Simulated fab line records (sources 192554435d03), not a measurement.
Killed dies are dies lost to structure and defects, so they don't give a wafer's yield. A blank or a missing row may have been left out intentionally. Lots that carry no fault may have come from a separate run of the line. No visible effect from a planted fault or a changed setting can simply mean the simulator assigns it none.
A struck lot beside a sound one	flow n5 finfet	15 steps out of a route of 1938
Sound: the wafers L737.1, L737.3, L737.6. Wafers struck: L746.2, L746.4, L746.5. Last of all comes the cause.
Per side, at each step with rows, come the tool, then ch with its chambers, and then its first start. Under that, the readings that differ: sound wafers	struck wafers	difference of the means	sigmas: that difference in standard deviations of wafers without a fault.
alike: words and numbers the same on both sides, and readings whose means are apart by under 2 such deviations; not compared: readings that were withheld, readings missing a value for some wafer, numbers with overlapping values and no deviation given by the record, and bounds like >300 which may hide the same value.
The two part at a step that has a row with sigmas, a row that says differs or no value, or rows on one side only. Numbers that don't overlap but have no deviation are shown without sigmas and don't part them. A reading missing from all wafers of one side parts the sides only when that side holds two or more wafers.

N5_SD_ACTIVATION_RS_MEAS_03: measurement is done with a four-point probe.
  sound on film metro-01, day 4 14:47; struck on film metro-02, day 6 22:55
reading	sound	struck	difference	sigmas
RS_SD_P (ohm/sq)	54.9 54.8 53.9	56.6 57.0 56.5	+2.2	+2
  alike: RS_SD_N
N5_SD_ACTIVATION_INSPECT_02: inspects for defects (darkfield).
  sound on defect inspect-01, day 4 15:07; struck on defect inspect-02, day 6 23:13
  alike: raw defect count
N5_ILD0_LINER_00: material SiNx, target thk 4 nm, pulse time 1 s, purge time 2 s.
  sound on ald sin-02 ch 2,3, day 4 15:16; struck on ald sin-03 ch 1,2, day 6 23:15
  alike: heater power w, precursor pulse height rel
then, 2 steps without rows for these wafers: N5_ILD0_FCVD_FILL_01 (material SiO2 flowable, target thk 200 nm, time 328.3 s); N5_ILD0_CURE_02 (time 1800 s).
N5_ILD0_CMP_03: polishes, stops on SiNx, t overpolish 1.9 s, target thk 197.38 nm.
  sound on cmp-01 ch 1,2, day 4 17:38; struck on cmp-01 ch 0,2,3, day 7 01:41
  alike: edge zone pressure frac, head pressure psi, motor current A, overpolish run s, retaining ring pressure frac, time to endpoint s
N5_ILD0_THK_MEAS_04:
  sound on film metro-01, day 4 17:56; struck on film metro-01, day 7 01:55
  alike: thk nm
N5_ILD0_CMP_07: polishes SiO2 flowable, stops on poly-Si, t overpolish 1.18 s, target thk 138.88 nm.
  sound on cmp-01 ch 0,3, day 4 17:58; struck on cmp-04 ch 1,2,3, day 7 02:01
  alike: edge zone pressure frac, head pressure psi, motor current A, retaining ring pressure frac
N5_ILD0_THK_MEAS_08:
  sound on film metro-01, day 4 18:16; struck on film metro-01, day 7 02:14
  alike: thk nm
then, 1 step without rows for these wafers: N5_ILD0_PRECLEAN_10 (cleans in NF3:NH3, afs cycles 5, time 20 s, sublimation time 60 s).
N5_ILD0_ALD_15: deposits SiNx, target thk 24 nm, pulse time 1 s, ald cycles 480.
  sound on ald sin-02 ch 1,2,3, day 4 19:14; struck on ald sin-04 ch 2,3, day 7 02:57
  alike: heater power w, precursor pulse height rel
N5_ILD0_CMP_12: polishes SiNx, stops on poly-Si, t overpolish 6 s, target thk 17.67 nm.
  sound on cmp-02 ch 0,1, day 4 21:30; struck on cmp-02 ch 0,2, day 7 05:11
reading	sound	struck	difference	sigmas
head pressure psi (psi)	2.505 2.500 2.503	1.865 1.860 1.862	-0.640	-99 or more
time to endpoint s (s)	29.3 28.4 31.5	39.9 36.0 41.2	+9.3	+4
  alike: edge zone pressure frac, motor current A, overpolish run s, retaining ring pressure frac
N5_ILD0_THK_MEAS_13:
  sound on film metro-01, day 4 21:48; struck on film metro-02, day 7 05:27
  alike: thk nm
-- the record jumps here: 5 days lie between the struck wafers' starts before and after (it left off in module ILD0 and takes up again in module BEOL_M4, whose first step shown is number 1111 of the route) --
N5_BEOL_M4_RC_MEAS_101:
  sound on prober-02 ch 0, day 9 19:05; struck on prober-01 ch 0, day 11 20:25
reading	sound	struck	difference	sigmas
IOFF_P (nA/um)	0.28 0.24 0.28	0.16 0.16 0.18	-0.10	-3
ION_P (uA/um)	476 470 470	447 448 457	-21	-3
VT_P (mV)	-242 -244 -242	-257 -257 -256	-14	-4
  alike: DIBL_N, DIBL_P, IOFF_N, ION_N, SS_N, SS_P, VT_N
then, 1 step without rows for these wafers: N5_PASSIVATION_PROBE_49.

== WHERE THEY PART ==
First at N5_SD_ACTIVATION_RS_MEAS_03; last, within this record, at N5_BEOL_M4_RC_MEAS_101.

WHY: what the simulator had put in
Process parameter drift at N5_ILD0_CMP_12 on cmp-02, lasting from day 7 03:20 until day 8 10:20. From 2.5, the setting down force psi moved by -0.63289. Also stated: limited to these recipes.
